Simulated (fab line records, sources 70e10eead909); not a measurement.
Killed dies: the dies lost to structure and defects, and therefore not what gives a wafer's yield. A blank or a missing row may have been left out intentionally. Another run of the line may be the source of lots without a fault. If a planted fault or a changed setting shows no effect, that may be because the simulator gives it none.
Which tool is to blame? ; flow nandHarc ; 15 lots with 45 wafers sampled at 4 steps, on a route of 1159 steps

== WHAT THE GAUGES SHOWED, per wafer ==
NHARC_P_M0_THK_MEAS_24: measures by xrf.
lot;measured;on;thkNm (nm)
L528;day 6 11:52;filmMetro-02;117.0 116.9 117.6
L531;day 6 16:20;filmMetro-01;119.4 119.1 118.4
L529;day 6 22:47;filmMetro-02;117.2 118.2 117.9
L532;day 7 04:50;filmMetro-01;115.6 116.6 115.8
L533;day 7 10:36;filmMetro-01;118.6 117.7 117.4
L534;day 7 15:49;filmMetro-02;400.3 407.2 395.7
L535;day 8 01:22;filmMetro-01;403.9 402.9 400.6
L536;day 8 06:44;filmMetro-02;394.7 399.8 396.3
L541;day 9 08:05;filmMetro-02;117.7 117.5 117.7
L540;day 9 08:41;filmMetro-01;117.4 118.1 114.6
L544;day 10 01:22;filmMetro-02;118.9 118.6 116.1
L543;day 10 01:55;filmMetro-01;115.1 116.7 115.1
L546;day 10 17:40;filmMetro-01;116.4 116.1 115.4
L549;day 11 03:11;filmMetro-02;117.0 118.2 115.5
L550;day 11 19:25;filmMetro-01;116.9 119.0 116.9

== TOOL THAT RAN EACH LOT (tool first, then ch and the chambers of the sampled wafers, then the start) ==
lot;NHARC_P_CONTACT_CMP_24;NHARC_P_M0_ETCH_15;NHARC_P_M0_CMP_23
L528;cmp-01 ch 0,1,2, day 6 07:59;rieDiel-03 ch 1,2, day 6 11:34 or earlier;cmp-03 ch 0,1, day 6 11:34
L531;cmp-01 ch 1,2,3, day 6 12:23;rieDiel-13 ch 0,1,3, day 6 16:01 or earlier;cmp-02 ch 0,1,2, day 6 16:01
L529;cmp-01 ch 0,1, day 6 18:50;rieDiel-03 ch 1,2, day 6 22:29 or earlier;cmp-01 ch 2,3, day 6 22:29
L532;cmp-03 ch 2,3, day 7 01:08;rieDiel-13 ch 0,1,2, day 7 04:34 or earlier;cmp-03 ch 1,2,3, day 7 04:34
L533;cmp-03 ch 1,2,3, day 7 06:46;rieDiel-01 ch 1,3, day 7 10:17 or earlier;cmp-01 ch 0,1,3, day 7 10:17
L534;cmp-04 ch 1,2, day 7 11:53;rieDiel-03 ch 0,1, day 7 15:29 or earlier;cmp-02 ch 1,2, day 7 15:29
L535;cmp-01 ch 1,3, day 7 21:37;rieDiel-13 ch 0,1, day 8 01:07 or earlier;cmp-01 ch 1,2,3, day 8 01:07
L536;cmp-01 ch 0,1,3, day 8 02:49;rieDiel-01 ch 0,2,3, day 8 06:26 or earlier;cmp-02 ch 1,2,3, day 8 06:26
L541;cmp-04 ch 0,2, day 9 04:17;rieDiel-13 ch 1,2, day 9 07:48 or earlier;cmp-01 ch 0,2, day 9 07:48
L540;cmp-04 ch 0,2,3, day 9 04:53;rieDiel-01 ch 0,3, day 9 08:27 or earlier;cmp-03 ch 0,1,2, day 9 08:27
L544;cmp-03 ch 1,2,3, day 9 21:32;rieDiel-01 ch 0,2,3, day 10 01:03 or earlier;cmp-03 ch 0,2,3, day 10 01:03
L543;cmp-01 ch 1,2,3, day 9 22:04;rieDiel-01 ch 0,1,3, day 10 01:36 or earlier;cmp-01 ch 0,2,3, day 10 01:36
L546;cmp-03 ch 0,1, day 10 13:37;rieDiel-01 ch 1,2,3, day 10 17:21 or earlier;cmp-02 ch 0,2, day 10 17:21
L549;cmp-04 ch 0,1,2, day 10 23:17;rieDiel-03 ch 0,1,2, day 11 02:55 or earlier;cmp-01 ch 0,1,3, day 11 02:55
L550;cmp-04 ch 0,1,3, day 11 15:40;rieDiel-03 ch 0,2,3, day 11 19:10 or earlier;cmp-02 ch 0,2,3, day 11 19:10
- NHARC_P_CONTACT_CMP_24: polishes, t overpolish 30 s, target thk 200 nm.
- NHARC_P_M0_ETCH_15: etches the open film in C4F8/Ar, target depth 150 nm, overetch 15 nm, time 82.5 s.
- NHARC_P_M0_CMP_23: polishes, t overpolish 20 s, target thk 117.53 nm.

== AS READ BY THE TOOLS THEMSELVES (means over the sampled wafers that have a number; for cases with no such wafer, the mark the record gives instead) ==
NHARC_P_CONTACT_CMP_24.
lot;tool;edgeZonePressureFrac;motorCurrentA (A);overpolishRunS (s);timeToEndpointS (s)
L528;cmp-01;1.002;11.9;30.002;39.1
L531;cmp-01;1.005;12.0;30.003;38.5
L529;cmp-01;0.997;11.5;30.004;39.8
L532;cmp-03;0.996;11.1;30.005;38.5
L533;cmp-03;1.001;11.3;30.009;39.0
L534;cmp-04;0.999;12.3;29.997;38.4
L535;cmp-01;1.004;10.8;29.988;43.2
L536;cmp-01;0.998;11.3;30.007;40.3
L541;cmp-04;1.003;12.5;30.007;39.0
L540;cmp-04;1.001;11.4;29.991;38.4
L544;cmp-03;0.999;11.6;30.003;38.9
L543;cmp-01;0.996;12.0;29.999;36.7
L546;cmp-03;0.995;11.6;29.997;38.8
L549;cmp-04;1.001;12.2;29.989;39.2
L550;cmp-04;0.999;10.7;30.007;40.4

NHARC_P_M0_ETCH_15.
lot;tool;oesProductAu (a.u.);rfVppV (V)
L528;rieDiel-03;0.955;438.6
L531;rieDiel-13;0.932;440.8
L529;rieDiel-03;0.964;439.1
L532;rieDiel-13;0.976;441.7
L533;rieDiel-01;0.970;443.0
L534;rieDiel-03;0.929;441.3
L535;rieDiel-13;0.979;441.6
L536;rieDiel-01;0.923;440.0
L541;rieDiel-13;0.964;442.5
L540;rieDiel-01;0.956;443.5
L544;rieDiel-01;0.957;440.7
L543;rieDiel-01;0.976;442.1
L546;rieDiel-01;0.961;441.4
L549;rieDiel-03;0.973;440.2
L550;rieDiel-03;0.972;440.2

NHARC_P_M0_CMP_23.
lot;tool;edgeZonePressureFrac;motorCurrentA (A);timeToEndpointS (s)
L528;cmp-03;0.998;11.0;26.4
L531;cmp-02;1.002;11.5;28.2
L529;cmp-01;0.999;11.9;29.5
L532;cmp-03;1.000;11.0;26.6
L533;cmp-01;1.003;11.5;30.9
L534;cmp-02;-;-;-
L535;cmp-01;-;-;-
L536;cmp-02;-;-;-
L541;cmp-01;1.004;12.2;29.3
L540;cmp-03;1.001;11.7;24.7
L544;cmp-03;0.999;11.2;28.8
L543;cmp-01;0.996;12.1;28.4
L546;cmp-02;0.997;12.2;25.8
L549;cmp-01;1.000;11.8;27.1
L550;cmp-02;0.995;11.2;25.3

== THE ANSWER, worked out from the rows above alone ==
Rule: usual is defined by the lots themselves. Put in order of their means at a reading, lots are off if they are a third of the lots or fewer, leave a main group of 4 or more, and stand apart from it by a gap of 3 or more times the standard deviation of the main group's means; of several such gaps the widest counts. A main group is skipped when, at the precision printed for the reading in the tables above, its means are all equal. Also off: a lot with no number at a reading for which 4 or more lots have one. Any other lot the step has rows for is counted as sound. After the gauges, taken in route order, come the tools' own readings; for these a lot's mean is taken, as printed above. The first step at which some lot is off is used, and at that step the reading that is off furthest; a lot without a number counts as furthest.
Off: L534, L535, L536, at NHARC_P_M0_THK_MEAS_24 (thkNm). For the main group the mean is 117.2 nm and the standard deviation 0.93.
A tool fits if, at a process step before that reading, it ran every lot that is off, and no sound lot after the first of them. Not tried: the gauges at NHARC_P_M0_THK_MEAS_24; whatever is off there is also off at NHARC_P_M0_CMP_23, on other tools, and gauge error can't account for it. With no start given for some of its lots, NHARC_P_M0_ETCH_15 uses the hours and lot order of NHARC_P_M0_CMP_23. Of those tried, none fits.

== WHAT HAD BEEN PUT IN BY THE SIMULATOR ==
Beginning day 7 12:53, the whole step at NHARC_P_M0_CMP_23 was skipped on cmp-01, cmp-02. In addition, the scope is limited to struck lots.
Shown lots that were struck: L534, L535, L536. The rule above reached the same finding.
